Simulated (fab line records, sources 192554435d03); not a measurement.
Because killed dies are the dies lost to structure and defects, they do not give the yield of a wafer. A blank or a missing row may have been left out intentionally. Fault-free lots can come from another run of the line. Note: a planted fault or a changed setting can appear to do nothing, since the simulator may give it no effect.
Split-lot study | flow n5-finfet | 21 wafers read across 7 lots, on a route 1938 steps long

== SPLIT DETAILS ==
At N5_SD_EPI_N_COAT_32 (time 60 s, resist thk 350 nm), the setting spin-rpm was moved away from the recipe's 1500 rpm on 3 of the 21 wafers read, by -10.0% to +3.4%. For the rest of the wafers, this setting stayed at what the recipe calls for.

Reading taken at the split's own step.

== THE READING ==
SOC_of_SD_EPI_N_COAT_32.thk-nm (the simulator's own value, which no gauge read), in nm, at N5_SD_EPI_N_COAT_32 (time 60 s, resist thk 350 nm). The file gives no usual value for it. Here, 18 wafers ran the recipe; their average is 349.2 nm with a standard deviation of 1.1 nm.

wafer  | tool, chamber at the split | spin-rpm as run, rpm | against the recipe | SOC_of_SD_EPI_N_COAT_32.thk-nm, nm | against lot-mates on the recipe
L076.2 | litho-track-01, 0          | 1500                 | recipe             | 348.2                              | -
L076.4 | litho-track-01, 0          | 1500                 | recipe             | 348.2                              | -
L076.6 | litho-track-01, 0          | 1500                 | recipe             | 347.8                              | -
L078.1 | litho-track-05, 0          | 1350                 | -10.0%             | 369.8                              | +19.8
L078.2 | litho-track-05, 0          | 1500                 | recipe             | 350.2                              | -
L078.6 | litho-track-05, 0          | 1500                 | recipe             | 349.8                              | -
L082.3 | litho-track-05, 0          | 1432                 | -4.5%              | 357.6                              | +8.6
L082.4 | litho-track-05, 0          | 1500                 | recipe             | 348.8                              | -
L082.5 | litho-track-05, 0          | 1500                 | recipe             | 349.2                              | -
L083.1 | litho-track-05, 0          | 1500                 | recipe             | 350                                | -
L083.2 | litho-track-05, 0          | 1551                 | +3.4%              | 343                                | -6.7
L083.5 | litho-track-05, 0          | 1500                 | recipe             | 349.4                              | -
L089.2 | litho-track-02, 0          | 1500                 | recipe             | 350.8                              | -
L089.3 | litho-track-02, 0          | 1500                 | recipe             | 350.6                              | -
L089.4 | litho-track-02, 0          | 1500                 | recipe             | 351.8                              | -
L092.1 | litho-track-05, 0          | 1500                 | recipe             | 347.8                              | -
L092.2 | litho-track-05, 0          | 1500                 | recipe             | 348                                | -
L092.4 | litho-track-05, 0          | 1500                 | recipe             | 348.6                              | -
L096.1 | litho-track-02, 0          | 1500                 | recipe             | 348.6                              | -
L096.2 | litho-track-02, 0          | 1500                 | recipe             | 349.2                              | -
L096.3 | litho-track-02, 0          | 1500                 | recipe             | 348                                | -

FIT RESULTS
A straight line over all 21 wafers: SOC_of_SD_EPI_N_COAT_32.thk-nm changes by -2.01 nm for each +1% of spin-rpm; r = -0.98; the points scatter about the line by 1.1 nm.
The same after taking each lot's own level away (the mean of its wafers on the recipe; 21 wafers): -1.97 nm for each +1%; r = -1.00; scatter 0.36 nm.
According to that fit, moving spin-rpm by its largest amount changes the reading by 20 nm.
Across the lots, their own levels run from 348.07 to 351.07 nm, a range of 2.7 times the standard deviation given above.
Hence the lot-to-lot level has little effect on the slope; both slopes agree.
Check: +19.2 nm against its lot-mates is what the line predicts for one of the wafers moved furthest among these (-10.0%) when that wafer is left out of the fit. It came out at +19.8 nm against them.

== THESE WAFERS: OTHER SPLITS ==
Before the reading, these wafers also passed through other splits. Each is held against what the fit with the lots' levels taken away leaves over:
other split on the same wafers       | wafers away from the commonest value | r with SOC_of_SD_EPI_N_COAT_32.thk-nm (lot level and that fit taken away)
N5_WELL_APT_COAT_02 spin-rpm         | 5                                    | -0.10
N5_WELL_APT_PEB_06 peb-time-s        | 8                                    | +0.20
N5_WELL_APT_PEB_23 peb-time-s        | 5                                    | +0.08
N5_WELL_APT_DESCUM_30 time-s         | 7                                    | +0.10
N5_FIN_SAQP_ETCH_65 time-s           | 8                                    | -0.04
N5_STI_FIN_REVEAL_ETCHBACK_08 time-s | 5                                    | +0.01
N5_STI_FIN_REVEAL_PRECLEAN_17 time-s | 7                                    | +0.15

== FILE'S OWN FIT ==
SOC_of_SD_EPI_N_COAT_32.thk-nm changes by -1.97 nm for each +1% of spin-rpm, r = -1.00.
